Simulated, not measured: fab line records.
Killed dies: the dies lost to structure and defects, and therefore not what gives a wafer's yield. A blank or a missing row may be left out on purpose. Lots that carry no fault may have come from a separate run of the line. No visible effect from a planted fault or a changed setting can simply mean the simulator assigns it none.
A lot that was struck, set against a sound lot	flow n5 finfet	36 out of 1938 route steps
Sound: these wafers, L942.3, L942.5, L942.6. Wafers L949.1, L949.3, L949.4 were the ones struck. The cause comes at the end.
At each step with rows: each side's tool, then ch and its chambers, then its first start. Under that, the readings that differ: sound wafers	struck wafers	difference of the means	sigmas: that difference in standard deviations of wafers without a fault.
alike: readings whose means differ by less than 2 such deviations, and words and numbers that are the same on both sides. not compared: withheld readings, readings that some wafer has no value for, bounds like >300 that may hide the same value, and numbers for which the record gives no deviation and whose values overlap.
The two part at a step that has a row with sigmas, a row that says differs or no value, or rows on one side only. Numbers that have no deviation but don't overlap get no sigmas and don't part them. A reading that every wafer of one side lacks parts them only if that side has two wafers or more.

first, 9 steps without rows for these wafers: N5_BEOL_M4_ANNEAL_95 (time 240 s); N5_BEOL_M4_SPUTTER_96 (material Cu, target thk 4.5 nm, time 8.29 s); N5_BEOL_M4_ECD_50 (material Cu, target thk 300 nm); N5_BEOL_M4_ANNEAL_51 (time 90 s); N5_BEOL_M4_CMP_52 (polishes, stops on SiOC, t overpolish 6.8 s, target thk 40 nm); N5_BEOL_M4_PRE_CLEAN_60 (time 15 s); N5_BEOL_M4_CO_CAP_55 (material Co, precursor CCTBA/H2, target thk 2 nm, time 102.1 s); N5_BEOL_M4_PRE_CLEAN_56 (time 15 s); N5_BEOL_M4_DEP_57 (deposits SiCN from 3MS/NH3, target thk 8 nm, time 14 s).
N5_BEOL_M4_RC_MEAS_101:
  sound on prober-01 ch 0, day 11 02:27; struck on prober-02 ch 0, day 12 09:46
  alike: DIBL_N, DIBL_P, IOFF_N, IOFF_P, ION_N, ION_P, SS_N, SS_P, VT_N, VT_P
then, 24 steps without rows for these wafers: N5_BEOL_M5_ILD_DEP_00 (deposits SiCOH lowk from DEMS/porogen, target thk 140.64 nm, time 25.9 s); N5_BEOL_M5_CURE_79 (cures SiCOH lowk, time 240 s); N5_BEOL_M5_PECVD_70 (deposits SiO2 from TEOS/O2, target thk 16 nm, time 18 s); N5_BEOL_M5_HM_DEP_02 (deposits TiN, target thk 20 nm); N5_BEOL_M5_COAT_59 (time 60 s, resist thk 60 nm); N5_BEOL_M5_COAT_60 (time 60 s, resist thk 12 nm); N5_BEOL_M5_COAT_71 (time 60 s, resist thk 5 nm); N5_BEOL_M5_COAT_05 (resist thk 30 nm); N5_BEOL_M5_EBR_07; N5_BEOL_M5_SOFTBAKE_06 (time 60 s); N5_BEOL_M5_EXPOSE_08 (exposes mask M5, target cd 28 nm); N5_BEOL_M5_PEB_09 (peb time 60 s); N5_BEOL_M5_DEVELOP_10 (develop time 30 s); N5_BEOL_M5_DESCUM_16 (chemistry O2, time 7 s); N5_BEOL_M5_ETCH_72 (etches underlayer in N2/H2, target depth 6.5 nm, time 5.2 s); N5_BEOL_M5_ETCH_61 (etches SiARC in CF4, target depth 15.6 nm, time 26 s); N5_BEOL_M5_ETCH_62 (etches SOC in N2/H2, target depth 75 nm, overetch 15 nm, time 112.5 s); N5_BEOL_M5_STRIP_63 (strips in N2/H2); N5_BEOL_M5_STRIP_73 (strips in N2/H2); N5_BEOL_M5_STRIP_64 (strips in CF4); N5_BEOL_M5_HM_OPEN_17 (chemistry Cl2/BCl3, target TiN, target depth 20 nm, overetch 6 nm); N5_BEOL_M5_STRIP_19 (strips in O2); N5_BEOL_M5_COAT_65 (time 60 s, resist thk 60 nm); N5_BEOL_M5_COAT_66 (time 60 s, resist thk 12 nm).
-- a jump in the record: the struck wafers' starts before and after are 4 days apart (it breaks off in module BEOL_M5 and resumes in module MIM_BOT, where the first step shown is number 1833 of the route) --
N5_MIM_BOT_SPUTTER_00: material TiN, target thk 35 nm, time 89.7 s.
  struck on pvd sputter-01, day 16 07:56; sound on pvd sputter-01, day 14 17:16
reading	sound	struck	difference	sigmas
model.TiN_of_MIM_BOT_SPUTTER_00.thk nm (nm)	35 34.8 35	44.8 44.8 44.8	+9.9	
  alike: throttle valve pct
N5_PASSIVATION_PROBE_49:
  the record has rows for the struck wafers here (prober-01, day 16 22:37) and none for the sound ones

WHERE THEY PART
Within this record, at N5_PASSIVATION_PROBE_49 only.

WHY: whatever the simulator had introduced
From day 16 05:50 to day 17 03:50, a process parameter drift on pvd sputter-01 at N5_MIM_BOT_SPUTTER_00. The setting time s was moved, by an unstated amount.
